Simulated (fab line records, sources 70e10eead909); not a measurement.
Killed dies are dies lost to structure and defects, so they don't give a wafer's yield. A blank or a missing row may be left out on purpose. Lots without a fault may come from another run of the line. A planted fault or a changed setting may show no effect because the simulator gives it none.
fab line records | flow nand_harc | part 1 of 2: steps 1 to 30 of 36
record lots=5 wafers=15 last_day=32
route steps=1302 shown A_STAIRCASE@773
lots that met no fault: from a run of the same line without faults
start_h: hours from the record's first day to the start of the lot's first wafer shown | wait_h: hours since the lot's step before | " the same as in the row above | L1.1+2: a row that stands for several wafers | - no value, or no start given | * or withheld: withheld | < > ~ a bound
route shown NAME@n: a module of which the file shows steps, and the number in the route of the first | usual: mean/standard deviation of fault-free wafers | same: alike in all rows | chamber/n: place in a boat | sites: the reading at each site | _std_site: their standard deviation | _edge_site: outer sites' mean less inner sites' | radius_mm: how far each site lies from the wafer's centre | mask NAME#n: copy n | behind: the tool/chamber that last shaped the wafer | hold: why the lot was held/for how many hours/how that ended | device: the transistor (n, p or np) that didn't switch | end of line: the same wafers' tests at the end of the route | a step without rows: its recipe alone | killed: dies lost to structure and defects at the first sort, not the wafer's yield | map: a wafer's dies, x killed, . not, _ none there
set.NAME: the setting as run; set.NAME@STEP: as run at that earlier step | model.NAME: the simulator's own value behind a step, which no gauge read
lots at some steps of the route; a table a step, a row a wafer
services: from which hour (start_h, from the record's first day; less than 0 if before it) a tool's chamber was out of use, for how many hours, and why
## steps
# step NHARC_A_STAIRCASE_DEP_259
# recipe target_thk_a=300 target_thk_nm=30 temp_c=400 pressure_torr=3.5 flow_sccm=200 rf_w=350 material=SiON
# usual heater_power_w=764/73
# columns lot.wafer tool chamber start_h wait_h heater_power_w
L079.5 pecvd-01 0 416.90 0.4 838
L079.6 " 1 " " 765
L079.4 " 2 " " 654
L080.3 pecvd-04 1 435.13 1.0 793
L080.4 " 0 " " 827
L080.5 " 1 " " 799
L086.3 pecvd-01 2 487.95 1.0 625
L086.4 " 1 " " 694
L086.6 " 2 " " 623
L087.3 pecvd-04 1 512.89 0.9 870
L087.5 " 1 " " 852
L087.6 " 0 " " 785
L092.1 pecvd-03 1 568.04 1.6 866
L092.6 " 1 " " 828
L092.5 " 0 " " 806
# step NHARC_A_STAIRCASE_DEHYDRATE_260
# recipe temp_c=150 time_s=120
# columns lot.wafer tool chamber start_h wait_h
L079.4+5+6 litho_track-02 0 417.12 0.1
L080.3+4+5 litho_track-05 0 435.35 0.2
L086.3+4+6 litho_track-07 0 488.19 0.2
L087.3+5+6 litho_track-07 0 513.16 0.2
L092.1+5+6 litho_track-05 0 568.40 0.3
# step NHARC_A_STAIRCASE_HMDS_261
# recipe time_s=30
# columns lot.wafer tool chamber start_h wait_h
L079.4+5+6 litho_track-02 0 - -
L080.3+4+5 litho_track-05 0 - -
L086.3+4+6 litho_track-07 0 - -
L087.3+5+6 litho_track-07 0 - -
L092.1+5+6 litho_track-05 0 - -
# step NHARC_A_STAIRCASE_COAT_262
# recipe spin_rpm=1200
# usual spin_speed_rpm=1200.0/1
# columns lot.wafer tool chamber start_h wait_h spin_speed_rpm
L079.4 litho_track-02 0 - - 1199.9
L079.5 " 0 " " 1199.2
L079.6 " 0 " " 1198.4
L080.3 litho_track-05 0 - - 1199.6
L080.4 " 0 " " 1198.4
L080.5 " 0 " " 1199.8
L086.3 litho_track-07 0 - - 1201.4
L086.4 " 0 " " 1200.7
L086.6 " 0 " " 1199.8
L087.3 litho_track-07 0 - - 1200.3
L087.5 " 0 " " 1200.7
L087.6 " 0 " " 1199.6
L092.1 litho_track-05 0 - - 1202.9
L092.5 " 0 " " 1201.5
L092.6 " 0 " " 1201.5
# step NHARC_A_STAIRCASE_SOFTBAKE_263
# recipe temp_c=135 time_s=170
# columns lot.wafer tool chamber start_h wait_h
L079.4+5+6 litho_track-02 0 - -
L080.3+4+5 litho_track-05 0 - -
L086.3+4+6 litho_track-07 0 - -
L087.3+5+6 litho_track-07 0 - -
L092.1+5+6 litho_track-05 0 - -
# step NHARC_A_STAIRCASE_EBR_264
# columns lot.wafer tool chamber start_h wait_h
L079.4+5+6 litho_track-02 0 - -
L080.3+4+5 litho_track-05 0 - -
L086.3+4+6 litho_track-07 0 - -
L087.3+5+6 litho_track-07 0 - -
L092.1+5+6 litho_track-05 0 - -
# step NHARC_A_STAIRCASE_EXPOSE_265
# recipe na=0.5 dose_mj=25.01 mask_id=CHOP_200
# columns lot.wafer tool chamber start_h wait_h mask
L079.4+5+6 krf_scanner-01 0 417.47 - CHOP_200#0
L080.3+4+5 krf_scanner-01 0 435.57 - CHOP_200#0
L086.3+4+6 krf_scanner-01 0 488.53 - CHOP_200#0
L087.3+5+6 krf_scanner-04 0 513.51 - CHOP_200#0
L092.1+5+6 krf_scanner-04 0 568.76 - CHOP_200#0
# step NHARC_A_STAIRCASE_PEB_266
# recipe peb_temp_c=115 peb_time_s=130
# same peb_time_s=130
# columns lot.wafer tool chamber start_h wait_h
L079.4+5+6 litho_track-07 0 417.52 0.0
L080.3+4+5 litho_track-05 0 435.62 0.0
L086.3+4+6 litho_track-07 0 488.59 0.1
L087.3+5+6 litho_track-02 0 513.56 0.1
L092.1+5+6 litho_track-07 0 568.83 0.1
# step NHARC_A_STAIRCASE_DEVELOP_267
# recipe time_s=140
# columns lot.wafer tool chamber start_h wait_h
L079.4+5+6 litho_track-07 0 - -
L080.3+4+5 litho_track-05 0 - -
L086.3+4+6 litho_track-07 0 - -
L087.3+5+6 litho_track-02 0 - -
L092.1+5+6 litho_track-07 0 - -
# step NHARC_A_STAIRCASE_HARDBAKE_269
# recipe temp_c=120 time_s=140
# columns lot.wafer tool chamber start_h wait_h
L079.4+5+6 litho_track-02 0 417.75 -
L080.3+4+5 litho_track-02 0 435.85 -
L086.3+4+6 litho_track-07 0 488.82 -
L087.3+5+6 litho_track-05 0 513.79 -
L092.1+5+6 litho_track-02 0 569.06 -
# step NHARC_A_STAIRCASE_DESCUM_270
# recipe time_s=3 o2_flow_sccm=200 ar_flow_sccm=0 bias_power_w=0 chemistry=O2
# usual drypump_motor_current_A=5.7/0.43 oes_product_au=1.000/0.0069 rf_vpp_V=57.8/0.99 showerhead_plenum_p_Torr=1.91/0.11 throttle_valve_pct=11.310/0.0099
# columns lot.wafer tool chamber start_h wait_h drypump_motor_current_A oes_product_au rf_hours_counter_h rf_vpp_V showerhead_plenum_p_Torr throttle_valve_pct
L079.4 rie_diel-04 1 417.83 - 5.0 1.007 18 57.1 1.77 11.319
L079.6 " 1 " " 5.0 1.001 - 54.6 1.77 11.296
L079.5 " 2 " " 5.4 1.000 - 56.8 1.79 11.301
L080.3 rie_diel-04 1 435.94 - 5.0 1.012 25 57.1 1.77 11.307
L080.4 " 3 " " 5.4 0.999 - 56.1 1.87 11.318
L080.5 " 2 " " 5.4 0.994 - 57.0 1.79 11.315
L086.4 rie_diel-04 1 488.91 - 5.0 1.013 43 56.5 1.77 11.325
L086.3 " 2 " " 5.4 0.990 45 56.9 1.79 11.325
L086.6 " 0 " " 5.7 1.004 - 58.7 2.03 11.305
L087.3 rie_diel-01 3 513.96 - 6.8 0.989 37 60.3 2.06 11.308
L087.6 " 1 " " 5.8 0.991 - 58.1 1.82 11.308
L087.5 " 2 " " 5.8 1.017 - 58.9 1.96 11.303
L092.1 rie_diel-09 3 569.17 - 5.6 1.006 19 57.8 2.05 11.310
L092.5 " 2 " " 6.0 1.001 - 57.8 1.78 11.307
L092.6 " 3 " " 5.6 1.003 - 59.0 2.05 11.320
# step NHARC_A_STAIRCASE_ETCH_271
# recipe cf4_flow_sccm=100 chf3_flow_sccm=30 ar_flow_sccm=0 rf_w=500 bias_w=200 chemistry=CF4/CHF3
# usual cf4_flow_sccm=100.0/0.32 drypump_motor_current_A=5.7/0.44 oes_product_au=0.951/0.021 rf_vpp_V=370/3.1 showerhead_plenum_p_Torr=1.57/0.088 throttle_valve_pct=16.802/0.009
# columns lot.wafer tool chamber start_h wait_h cf4_flow_sccm drypump_motor_current_A oes_product_au rf_hours_counter_h rf_vpp_V showerhead_plenum_p_Torr throttle_valve_pct
L079.4 rie_diel-04 2 417.91 0.1 99.5 5.4 0.924 21 367 1.48 16.823
L079.5 " 2 " " 100.6 5.4 0.920 - 366 1.48 16.806
L079.6 " 3 " " 99.5 5.4 0.923 - 369 1.54 16.788
L080.3 rie_diel-04 2 436.04 0.1 99.8 5.4 0.970 28 368 1.48 16.802
L080.4 " 2 " " 99.8 5.4 0.968 - 369 1.48 16.796
L080.5 " 3 " " 100.3 5.4 0.968 - 368 1.54 16.794
L086.4 rie_diel-04 3 488.99 0.1 100.1 5.5 0.930 43 370 1.53 16.819
L086.3 " 1 " " 100.2 5.0 0.936 43 365 1.46 16.799
L086.6 " 3 " " 100.0 5.5 0.923 - 369 1.53 16.795
L087.3 rie_diel-01 3 514.04 0.1 100.9 6.8 0.917 37 374 1.69 16.798
L087.5 " 3 " " 100.5 6.8 0.920 - 375 1.69 16.814
L087.6 " 0 " " 100.3 5.4 0.926 - 369 1.52 16.794
L092.1 rie_diel-09 2 569.27 0.1 100.3 5.9 0.960 24 365 1.47 16.810
L092.5 " 3 " " 100.4 5.6 0.967 - 374 1.68 16.799
L092.6 " 2 " " 100.0 6.0 0.965 - 367 1.47 16.788
# step NHARC_A_STAIRCASE_HM_OPEN_457
# recipe o2_flow_sccm=400 cos_flow_sccm=20 ar_flow_sccm=0 rf_w=500 bias_w=300 chemistry=O2/COS
# usual drypump_motor_current_A=5.7/0.43 oes_product_au=1.000/0.0081 rf_vpp_V=467/3.9 showerhead_plenum_p_Torr=3.11/0.17 throttle_valve_pct=28.331/0.009
# columns lot.wafer tool chamber start_h wait_h drypump_motor_current_A oes_product_au rf_hours_counter_h rf_vpp_V showerhead_plenum_p_Torr throttle_valve_pct
L079.4 rie_diel-04 1 - - 5.0 0.995 18 462 2.91 28.321
L079.5 " 1 " " 5.0 1.006 - 463 2.91 28.339
L079.6 " 2 " " 5.4 0.989 - 463 2.94 28.337
L080.3 rie_diel-04 2 - - 5.4 1.012 28 462 2.93 28.333
L080.5 " 1 " " 5.0 1.010 - 462 2.90 28.324
L080.4 " 2 " " 5.4 0.995 - 462 2.93 28.335
L086.4 rie_diel-04 0 - - 5.7 1.001 34 471 3.30 28.326
L086.3 " 2 " " 5.4 0.997 45 462 2.92 28.329
L086.6 " 1 " " 5.0 1.005 - 464 2.89 28.335
L087.3 rie_diel-01 1 - - 5.8 0.995 44 463 2.98 28.330
L087.6 " 3 " " 6.8 0.999 - 473 3.35 28.332
L087.5 " 0 " " 5.4 0.996 - 466 3.02 28.323
L092.1 rie_diel-09 2 - - 6.0 1.002 24 461 2.91 28.323
L092.5 " 1 " " 5.9 1.004 - 470 3.22 28.336
L092.6 " 2 " " 6.0 0.993 - 463 2.91 28.315
# step NHARC_A_STAIRCASE_STRIP_458
# recipe o2_flow_sccm=400 cos_flow_sccm=20 ar_flow_sccm=0 bias_w=0 chemistry=O2/COS
# columns lot.wafer tool chamber start_h wait_h
L079.4+5+6 rie_diel-04 0,0,1 - -
L080.3+4+5 rie_diel-04 1,3,2 - -
L086.3+4+6 rie_diel-04 1,0,2 - -
L087.3+6+5 rie_diel-01 1,2,3 - -
L092.1+6+5 rie_diel-09 1,2,3 - -
# step NHARC_A_STAIRCASE_ETCH_451
# recipe target_depth_a=300 overetch_a=30 time_s=16.5 ion_energy_ev=100 cf4_flow_sccm=80 o2_flow_sccm=20 ar_flow_sccm=0 rf_w=300 bias_w=100 chemistry=CF4/O2
# usual cf4_flow_sccm=79.97/0.26 drypump_motor_current_A=5.7/0.43 oes_product_au=1.001/0.0075 rf_vpp_V=197.7/1.7 showerhead_plenum_p_Torr=1.33/0.076 throttle_valve_pct=13.397/0.01
# columns lot.wafer tool chamber start_h wait_h cf4_flow_sccm drypump_motor_current_A oes_product_au rf_hours_counter_h rf_vpp_V showerhead_plenum_p_Torr throttle_valve_pct
L079.4 rie_diel-04 3 - - 79.95 5.5 1.004 18 196.1 1.31 13.389
L079.5 " 0 " " 79.71 5.7 1.006 - 199.7 1.42 13.394
L079.6 " 1 " " 80.77 5.0 1.006 - 196.4 1.24 13.411
L080.3 rie_diel-04 2 - - 79.80 5.4 1.003 28 197.1 1.25 13.385
L080.5 " 2 " " 79.94 5.4 0.997 - 195.3 1.25 13.404
L080.4 " 3 " " 79.78 5.4 1.011 - 197.6 1.30 13.426
L086.3 rie_diel-04 1 - - 79.87 5.0 1.009 43 195.3 1.23 13.401
L086.4 " 3 " " 79.73 5.4 1.007 43 196.4 1.30 13.419
L086.6 " 0 " " 80.13 5.7 1.000 - 199.3 1.41 13.397
L087.3 rie_diel-01 3 - - 79.98 6.8 0.988 37 199.8 1.44 13.400
L087.5 " 0 " " 79.85 5.3 1.000 - 196.9 1.29 13.393
L087.6 " 1 " " 79.84 5.9 0.998 - 197.6 1.27 13.404
L092.1 rie_diel-09 2 - - 79.90 6.0 1.000 24 195.5 1.24 13.382
L092.5 " 1 " " 79.56 5.9 0.995 - 198.0 1.38 13.410
L092.6 " 3 " " 80.26 5.5 1.006 - 200.6 1.43 13.401
# step NHARC_A_STAIRCASE_ETCH_273
# recipe target_depth_a=1.02e+05 time_s=2468.6 ion_energy_ev=800 c4f8_flow_sccm=80 o2_flow_sccm=60 ar_flow_sccm=withheld rf_w=600 bias_w=3000 chemistry=C4F8/O2/Ar
# usual oes_product_au=0.936/0.01 rf_vpp_V=1826/15
# columns lot.wafer tool chamber start_h wait_h oes_product_au rf_hours_counter_h rf_vpp_V
L079.4 rie_diel-04 2 - - 0.941 21 1812
L079.6 " 1 " " 0.939 - 1807
L079.5 " 2 " " 0.932 - 1812
L080.3 rie_diel-04 2 - - 0.924 28 1811
L080.4 " 2 " " 0.929 - 1811
L080.5 " 1 " " 0.931 - 1809
L086.3 rie_diel-04 2 - - 0.934 45 1811
L086.4 " 0 " " 0.923 34 1841
L086.6 " 2 " " 0.934 - 1810
L087.3 rie_diel-01 2 - - 0.931 42 1831
L087.5 " 2 " " 0.937 - 1833
L087.6 " 3 " " 0.925 - 1845
L092.1 rie_diel-09 3 - - 0.939 20 1842
L092.6 " 1 " " 0.946 - 1834
L092.5 " 3 " " 0.940 - 1844
# step NHARC_A_STAIRCASE_STRIP_274
# recipe o2_flow_sccm=500 ar_flow_sccm=0 bias_w=0 chemistry=O2
# usual drypump_motor_current_A=5.7/0.45 oes_product_au=1.000/0.0083 rf_vpp_V=57.7/1 showerhead_plenum_p_Torr=3.52/0.2 throttle_valve_pct=17.036/0.0084
# columns lot.wafer tool chamber start_h wait_h drypump_motor_current_A oes_product_au rf_hours_counter_h rf_vpp_V showerhead_plenum_p_Torr throttle_valve_pct
L079.4 rie_diel-04 1 - - 5.0 1.003 20 57.9 3.29 17.022
L079.6 " 3 " " 5.4 0.995 - 57.4 3.45 17.021
L079.5 " 0 " " 5.7 0.990 - 58.8 3.74 17.055
L080.3 rie_diel-04 3 - - 5.5 1.011 26 57.6 3.45 17.043
L080.5 " 1 " " 5.0 0.996 - 57.2 3.28 17.048
L080.4 " 2 " " 5.4 0.994 - 56.1 3.32 17.043
L086.3 rie_diel-04 2 - - 5.5 0.997 46 56.5 3.31 17.021
L086.4 " 0 " " 5.7 0.995 35 59.4 3.72 17.039
L086.6 " 1 " " 5.0 1.006 - 57.0 3.27 17.051
L087.3 rie_diel-01 3 - - 6.8 1.006 39 59.0 3.79 17.027
L087.5 " 2 " " 5.8 1.017 - 58.6 3.60 17.025
L087.6 " 3 " " 6.9 0.999 - 58.2 3.79 17.040
L092.1 rie_diel-09 1 - - 5.9 0.997 28 58.2 3.64 17.034
L092.6 " 3 " " 5.6 0.990 - 56.8 3.76 17.019
L092.5 " 1 " " 5.9 0.999 - 58.4 3.64 17.037
# step NHARC_A_STAIRCASE_STRIP_275
# recipe time_s=900 temp_c=130 chemistry=SPM
# columns lot.wafer tool chamber start_h wait_h
L079.4+6+5 wet_bench-06 0,2,3 420.34 -
L080.4+3+5 wet_bench-07 5,6,1 438.95 -
L086.6+3+4 wet_bench-02 1,2,4 491.41 -
L087.5+3+6 wet_bench-06 7,2,4 516.83 -
L092.6+5+1 wet_bench-07 0,1,4 572.17 -
# step NHARC_A_STAIRCASE_PRECLEAN_276
# recipe time_s=* temp_c=50 bath_age_min=0 chemistry=SC1
# usual nh4oh_flow_mL_min=28.32/0.092
# columns lot.wafer tool chamber start_h wait_h nh4oh_flow_mL_min
L079.4 wet_bench-06 0 - - 28.25
L079.6 " 2 " " 28.24
L079.5 " 3 " " 28.53
L080.4 wet_bench-07 5 - - 28.36
L080.3 " 6 " " 28.45
L080.5 " 1 " " 28.34
L086.6 wet_bench-02 1 - - 28.45
L086.3 " 2 " " 28.23
L086.4 " 4 " " 28.37
L087.5 wet_bench-06 7 - - 28.20
L087.3 " 2 " " 28.36
L087.6 " 4 " " 28.27
L092.6 wet_bench-07 0 - - 28.21
L092.5 " 1 " " 28.36
L092.1 " 4 " " 28.24
# step NHARC_A_STAIRCASE_SRD_277
# columns lot.wafer tool chamber start_h wait_h
L079.4+6+5 wet_bench-06 0,2,3 - -
L080.4+3+5 wet_bench-07 5,6,1 - -
L086.6+3+4 wet_bench-02 1,2,4 - -
L087.5+3+6 wet_bench-06 7,2,4 - -
L092.6+5+1 wet_bench-07 0,1,4 - -
# step NHARC_A_STAIRCASE_HM_DEP_459
# recipe target_thk_a=15000 temp_c=400 material=aC
# usual throttle_valve_pct=34.999/0.0082
# columns lot.wafer tool chamber start_h wait_h throttle_valve_pct
L079.4 acl_dep-01 0 422.80 2.0 34.999
L079.5 " 0 " " 34.988
L079.6 " 0 " " 35.001
L080.3 acl_dep-02 0 440.33 0.9 35.003
L080.4 " 0 " " 34.996
L080.5 " 0 " " 34.976
L086.3 acl_dep-01 0 494.99 3.1 35.019
L086.4 " 0 " " 35.013
L086.6 " 0 " " 34.989
L087.3 acl_dep-01 0 517.96 0.7 35.002
L087.5 " 0 " " 35.008
L087.6 " 0 " " 35.000
L092.1 acl_dep-03 0 573.59 1.0 34.998
L092.5 " 0 574.84 2.2 34.997
L092.6 " 0 " " 35.011
# step NHARC_A_STAIRCASE_DEP_280
# recipe target_thk_a=300 target_thk_nm=30 temp_c=400 pressure_torr=3.5 flow_sccm=200 rf_w=350 material=SiON
# usual heater_power_w=760/67
# columns lot.wafer tool chamber start_h wait_h heater_power_w
L079.4 pecvd-03 2 424.18 1.1 697
L079.6 " 0 " " 778
L079.5 " 1 " " 816
L080.3 pecvd-03 1 441.67 1.0 732
L080.4 " 2 " " 758
L080.5 " 2 " " 752
L086.3 pecvd-03 2 496.24 0.9 700
L086.4 " 2 " " 695
L086.6 " 1 " " 803
L087.3 pecvd-03 1 519.26 1.0 844
L087.5 " 0 " " 721
L087.6 " 1 " " 849
L092.1 pecvd-03 2 575.54 1.6 739
L092.5 " 0 " " 797
L092.6 " 1 " " 852
# step NHARC_A_STAIRCASE_DEHYDRATE_281
# recipe temp_c=150 time_s=120
# columns lot.wafer tool chamber start_h wait_h
L079.4+5+6 litho_track-05 0 424.37 0.2
L080.3+4+5 litho_track-05 0 441.96 0.3
L086.3+4+6 litho_track-02 0 496.51 0.2
L087.3+5+6 litho_track-07 0 519.47 0.2
L092.1+5+6 litho_track-02 0 575.76 0.2
# step NHARC_A_STAIRCASE_HMDS_282
# recipe time_s=30
# columns lot.wafer tool chamber start_h wait_h
L079.4+5+6 litho_track-05 0 - -
L080.3+4+5 litho_track-05 0 - -
L086.3+4+6 litho_track-02 0 - -
L087.3+5+6 litho_track-07 0 - -
L092.1+5+6 litho_track-02 0 - -
# step NHARC_A_STAIRCASE_COAT_283
# recipe spin_rpm=1200
# usual spin_speed_rpm=1200.0/0.97
# columns lot.wafer tool chamber start_h wait_h spin_speed_rpm
L079.4 litho_track-05 0 - - 1200.3
L079.5 " 0 " " 1201.5
L079.6 " 0 " " 1198.8
L080.3 litho_track-05 0 - - 1199.7
L080.4 " 0 " " 1199.7
L080.5 " 0 " " 1201.3
L086.3 litho_track-02 0 - - 1200.0
L086.4 " 0 " " 1200.8
L086.6 " 0 " " 1200.2
L087.3 litho_track-07 0 - - 1200.6
L087.5 " 0 " " 1200.2
L087.6 " 0 " " 1199.6
L092.1 litho_track-02 0 - - 1200.3
L092.5 " 0 " " 1200.9
L092.6 " 0 " " 1199.9
# step NHARC_A_STAIRCASE_SOFTBAKE_284
# recipe temp_c=135 time_s=170
# columns lot.wafer tool chamber start_h wait_h
L079.4+5+6 litho_track-05 0 - -
L080.3+4+5 litho_track-05 0 - -
L086.3+4+6 litho_track-02 0 - -
L087.3+5+6 litho_track-07 0 - -
L092.1+5+6 litho_track-02 0 - -
# step NHARC_A_STAIRCASE_EBR_285
# columns lot.wafer tool chamber start_h wait_h
L079.4+5+6 litho_track-05 0 - -
L080.3+4+5 litho_track-05 0 - -
L086.3+4+6 litho_track-02 0 - -
L087.3+5+6 litho_track-07 0 - -
L092.1+5+6 litho_track-02 0 - -
# step NHARC_A_STAIRCASE_EXPOSE_286
# recipe na=0.5 dose_mj=25.01 mask_id=CHOP_100
# columns lot.wafer tool chamber start_h wait_h mask
L079.4+5+6 krf_scanner-03 0 424.59 - CHOP_100#0
L080.3+4+5 krf_scanner-01 0 442.30 - CHOP_100#0
L086.3+4+6 krf_scanner-04 0 496.85 - CHOP_100#0
L087.3+5+6 krf_scanner-01 0 519.82 - CHOP_100#0
L092.1+5+6 krf_scanner-04 0 576.09 - CHOP_100#0
# step NHARC_A_STAIRCASE_PEB_287
# recipe peb_temp_c=115 peb_time_s=130
# same peb_time_s=130
# columns lot.wafer tool chamber start_h wait_h
L079.4+5+6 litho_track-05 0 424.64 0.0
L080.3+4+5 litho_track-07 0 442.36 0.1
L086.3+4+6 litho_track-05 0 496.90 0.0
L087.3+5+6 litho_track-05 0 519.87 0.0
L092.1+5+6 litho_track-07 0 576.15 0.1
# step NHARC_A_STAIRCASE_DEVELOP_288
# recipe time_s=140
# columns lot.wafer tool chamber start_h wait_h
L079.4+5+6 litho_track-05 0 - -
L080.3+4+5 litho_track-07 0 - -
L086.3+4+6 litho_track-05 0 - -
L087.3+5+6 litho_track-05 0 - -
L092.1+5+6 litho_track-07 0 - -
